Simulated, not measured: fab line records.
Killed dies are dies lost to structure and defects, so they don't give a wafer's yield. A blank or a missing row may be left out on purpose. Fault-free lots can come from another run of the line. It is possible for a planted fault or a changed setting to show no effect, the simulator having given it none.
Chamber matching / flow nandHarc / NHARC_A_CONTACT_DESCUM_74 on rieDiel-07: 4 sister chambers
The step chemistry O2, time 3 s. 16 wafers are shown with their chamber, then 8 later ones without.

== WAFERS, EACH WITH ITS CHAMBER ==
wafer=L076.1; chamber=0; showerheadPlenumPTorr (Torr)=1.87; drypumpMotorCurrentA (A)=4.9; oesProductAu (a.u.)=0.983
wafer=L076.5; chamber=3; showerheadPlenumPTorr (Torr)=1.77; drypumpMotorCurrentA (A)=5.5; oesProductAu (a.u.)=0.989
wafer=L076.6; chamber=2; showerheadPlenumPTorr (Torr)=2.03; drypumpMotorCurrentA (A)=5.1; oesProductAu (a.u.)=0.987
wafer=L078.2; chamber=2; showerheadPlenumPTorr (Torr)=2.03; drypumpMotorCurrentA (A)=5.1; oesProductAu (a.u.)=1.000
wafer=L078.5; chamber=3; showerheadPlenumPTorr (Torr)=1.77; drypumpMotorCurrentA (A)=5.5; oesProductAu (a.u.)=0.998
wafer=L078.6; chamber=2; showerheadPlenumPTorr (Torr)=2.03; drypumpMotorCurrentA (A)=5.1; oesProductAu (a.u.)=0.990
wafer=L082.2; chamber=0; showerheadPlenumPTorr (Torr)=1.86; drypumpMotorCurrentA (A)=4.9; oesProductAu (a.u.)=0.987
wafer=L082.3; chamber=3; showerheadPlenumPTorr (Torr)=1.77; drypumpMotorCurrentA (A)=5.5; oesProductAu (a.u.)=0.989
wafer=L082.6; chamber=1; showerheadPlenumPTorr (Torr)=1.94; drypumpMotorCurrentA (A)=6.2; oesProductAu (a.u.)=0.994
wafer=L083.1; chamber=3; showerheadPlenumPTorr (Torr)=1.77; drypumpMotorCurrentA (A)=5.6; oesProductAu (a.u.)=1.001
wafer=L083.4; chamber=1; showerheadPlenumPTorr (Torr)=1.94; drypumpMotorCurrentA (A)=6.3; oesProductAu (a.u.)=1.002
wafer=L083.6; chamber=0; showerheadPlenumPTorr (Torr)=1.86; drypumpMotorCurrentA (A)=4.9; oesProductAu (a.u.)=0.991
wafer=L086.1; chamber=0; showerheadPlenumPTorr (Torr)=1.85; drypumpMotorCurrentA (A)=4.9; oesProductAu (a.u.)=0.989
wafer=L086.2; chamber=3; showerheadPlenumPTorr (Torr)=1.76; drypumpMotorCurrentA (A)=5.6; oesProductAu (a.u.)=0.996
wafer=L086.5; chamber=0; showerheadPlenumPTorr (Torr)=1.85; drypumpMotorCurrentA (A)=4.9; oesProductAu (a.u.)=0.986
wafer=L087.3; chamber=2; showerheadPlenumPTorr (Torr)=2.02; drypumpMotorCurrentA (A)=5.2; oesProductAu (a.u.)=0.998

SIGNATURES, as means of the wafers listed above
reading=showerheadPlenumPTorr; chamber 0=1.8580; chamber 1=1.9400; chamber 2=2.0275; chamber 3=1.7680; scatter within a chamber=0.00602
reading=drypumpMotorCurrentA; chamber 0=4.900; chamber 1=6.250; chamber 2=5.125; chamber 3=5.540; scatter within a chamber=0.0452
reading=oesProductAu; chamber 0=0.98720; chamber 1=0.99800; chamber 2=0.99375; chamber 3=0.99460; scatter within a chamber=0.00502
Rule: distance of a wafer from a chamber = root of the sum over the readings of ((wafer's reading minus chamber's mean) / reading's scatter) squared. If the next closest chamber is less than 2 further off than the closest, the wafer can't be placed; otherwise it belongs to the closest. How the scatter is found: for the shown wafers, subtract from each reading the mean of its chamber, square and add these, divide the total by (wafers less chambers), then take the root.

== WAFERS WITH NO CHAMBER GIVEN ==
wafer=L087.5; showerheadPlenumPTorr (Torr)=1.85; drypumpMotorCurrentA (A)=4.9; oesProductAu (a.u.)=0.992
wafer=L087.6; showerheadPlenumPTorr (Torr)=1.93; drypumpMotorCurrentA (A)=6.2; oesProductAu (a.u.)=0.995
wafer=L090.1; showerheadPlenumPTorr (Torr)=2.02; drypumpMotorCurrentA (A)=5.2; oesProductAu (a.u.)=0.991
wafer=L090.2; showerheadPlenumPTorr (Torr)=1.85; drypumpMotorCurrentA (A)=4.9; oesProductAu (a.u.)=0.995
wafer=L090.5; showerheadPlenumPTorr (Torr)=1.93; drypumpMotorCurrentA (A)=6.3; oesProductAu (a.u.)=1.019
wafer=L093.1; showerheadPlenumPTorr (Torr)=1.85; drypumpMotorCurrentA (A)=4.9; oesProductAu (a.u.)=0.986
wafer=L093.3; showerheadPlenumPTorr (Torr)=1.92; drypumpMotorCurrentA (A)=6.2; oesProductAu (a.u.)=0.999
wafer=L093.4; showerheadPlenumPTorr (Torr)=2.07; drypumpMotorCurrentA (A)=5.6; oesProductAu (a.u.)=0.993

== CHAMBER TAKEN BY EACH ==
wafer=L087.5; from the rows above=0; in truth=0
wafer=L087.6; from the rows above=1; in truth=1
wafer=L090.1; from the rows above=2; in truth=2
wafer=L090.2; from the rows above=0; in truth=0
wafer=L090.5; from the rows above=1; in truth=1
wafer=L093.1; from the rows above=0; in truth=0
wafer=L093.3; from the rows above=1; in truth=1
wafer=L093.4; from the rows above=2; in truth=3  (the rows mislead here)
7 of 8 placed correctly. Number that these rows cannot place: 0. Wrongly placed: 1.
